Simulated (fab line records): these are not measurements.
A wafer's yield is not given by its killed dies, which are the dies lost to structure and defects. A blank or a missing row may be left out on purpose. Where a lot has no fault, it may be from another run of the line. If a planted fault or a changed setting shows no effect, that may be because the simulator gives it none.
Chamber matching -- flow nandHarc -- pecvd-04 running NHARC_P_M1_DEP_33: 3 sister chambers
The step deposits SiCN, target thk 30 nm. 3 wafers are shown with their chamber, then 10 later ones without.

WAFERS PAIRED WITH THEIR CHAMBERS
wafer,chamber,heaterPowerW (W)
L082.2,0,500
L091.1,2,618
L091.3,1,438

WAFERS WITHOUT THEIR CHAMBER
wafer,heaterPowerW (W)
L091.4,441
L091.2,566
L091.5,564
L091.6,660
L094.1,429
L094.2,558
L094.6,571
L097.2,601
L097.4,671
L097.6,682

EACH ONE'S CHAMBER
wafer,from the rows above,in truth
L091.4,can't be placed: 1 or 0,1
L091.2,can't be placed: 2 or 0 or 1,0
L091.5,can't be placed: 2 or 0 or 1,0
L091.6,2,2
L094.1,can't be placed: 1 or 0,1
L094.2,can't be placed: 0 or 2 or 1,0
L094.6,can't be placed: 2 or 0 or 1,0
L097.2,can't be placed: 2 or 0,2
L097.4,2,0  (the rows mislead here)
L097.6,2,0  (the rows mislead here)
Placed correctly: 1 of 10. Not placeable from these rows: 7 (in 7, the candidates include the true chamber). Number placed wrongly: 2.
How it was worked out, from the rows above alone: a wafer's distance from a chamber is the root of the sum, over the readings, of the square of ((its reading less the chamber's mean) divided by the reading's scatter). If the next closest chamber is less than 2 further off than the closest, the wafer can't be placed; otherwise it belongs to the closest. The mean given for a chamber averages the wafers shown for that chamber. The scatter (one wafer shown for each chamber): square how far every hidden wafer sits from the nearest shown wafer, average those squares and take the square root.
